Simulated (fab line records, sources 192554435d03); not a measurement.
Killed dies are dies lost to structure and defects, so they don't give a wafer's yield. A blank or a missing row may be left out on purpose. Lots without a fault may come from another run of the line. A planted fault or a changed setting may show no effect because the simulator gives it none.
Split-lot experiment | flow n5_finfet | 7 lots, 21 wafers read, on a route of 1938 steps

THE SPLIT
At N5_BEOL_M13_ETCH_68 (etches SOC in N2/H2, time 355 s), the setting time_s was moved away from the recipe's 355 s on 8 of the 21 wafers read, by -14.5% to +16.2%. The other wafers ran this setting at the recipe's value.

The reading is taken at the split's own step.

THE READING
SiARC_of_BEOL_M13_COAT_66.thk_nm (the simulator's own value, which no gauge read), in nm, at N5_BEOL_M13_ETCH_68 (etches SOC in N2/H2, time 355 s). The file gives no usual value for it. The 13 wafers here that ran the recipe average 77.3 nm, standard deviation 0.45 nm.

wafer  | tool, chamber at the split | time_s as run, s | against the recipe | SiARC_of_BEOL_M13_COAT_66.thk_nm, nm | against lot-mates on the recipe
L074.3 | rie_diel-06, 0             | 412.5            | +16.2%             | 71.2                                 | -5.8
L074.4 | rie_diel-06, 2             | 355              | recipe             | 77.4                                 | -
L074.6 | rie_diel-06, 0             | 355              | recipe             | 76.6                                 | -
L078.3 | rie_diel-05, 3             | 399.6            | +12.6%             | 73                                   | -4.4
L078.4 | rie_diel-05, 1             | 355              | recipe             | 77.2                                 | -
L078.5 | rie_diel-05, 3             | 355              | recipe             | 77.6                                 | -
L080.1 | rie_diel-05, 1             | 355              | recipe             | 76.6                                 | -
L080.5 | rie_diel-05, 1,2           | 355              | recipe             | 77                                   | -
L080.6 | rie_diel-05, 1,2           | 355              | recipe             | 77                                   | -
L083.1 | rie_diel-05, 1             | 322.1            | -9.3%              | 80.6                                 | +2.4
L083.4 | rie_diel-05, 2             | 322.1            | -9.3%              | 80.2                                 | +2.0
L083.5 | rie_diel-05, 0             | 355              | recipe             | 78.2                                 | -
L084.3 | rie_diel-06, 2             | 388              | +9.3%              | 74.8                                 | -2.6
L084.4 | rie_diel-06, 3             | 388              | +9.3%              | 74.6                                 | -2.8
L084.5 | rie_diel-06, 3             | 355              | recipe             | 77.4                                 | -
L093.2 | rie_diel-06, 3             | 303.4            | -14.5%             | 82.2                                 | +4.4
L093.4 | rie_diel-06, 1,3           | 355              | recipe             | 77.8                                 | -
L093.6 | rie_diel-06, 1,3           | 355              | recipe             | 77.8                                 | -
L094.2 | rie_diel-06, 3             | 355              | recipe             | 77.4                                 | -
L094.5 | rie_diel-06, 3             | 355              | recipe             | 77.4                                 | -
L094.6 | rie_diel-06, 0             | 308.2            | -13.2%             | 81.6                                 | +4.2
Where a row lists several chambers, the file gives one row for several wafers and doesn't say which wafer went through which chamber.

THE FIT
A straight line over all 21 wafers: SiARC_of_BEOL_M13_COAT_66.thk_nm changes by -0.336 nm for each +1% of time_s; r = -0.99; the points scatter about the line by 0.44 nm.
The same after taking each lot's own level away (the mean of its wafers on the recipe; 21 wafers): -0.313 nm for each +1%; r = -0.99; scatter 0.34 nm.
On that fit, the largest move of time_s shifts the reading by 5.1 nm.
The lots' own levels span 76.87 to 78.20 nm, that is 3.0 times the standard deviation above.
So the lot-to-lot level changes the slope little: the two slopes agree.
Check: with one of the wafers moved furthest among these (+16.2%) left out of the fit, the line predicts -4.93 nm for it against its lot-mates. It came out at -5.8 nm against them.

OTHER SPLITS ON THESE WAFERS
These wafers also went through other splits before the reading. Each is held against what the fit with the lots' levels taken away leaves over:
other split on the same wafers    | wafers away from the commonest value | r with SiARC_of_BEOL_M13_COAT_66.thk_nm (lot level and that fit taken away)
N5_BEOL_M11_COAT_22 spin_rpm      | 10                                   | -0.30
N5_BEOL_M11_ETCH_66 time_s        | 6                                    | -0.14
N5_BEOL_M12_TRENCH_ETCH_34 time_s | 7                                    | -0.24
N5_BEOL_M12_SPUTTER_45 time_s     | 5                                    | -0.30

THE FILE'S OWN FIT
SiARC_of_BEOL_M13_COAT_66.thk_nm changes by -0.321 nm for each +1% of time_s, r = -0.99.
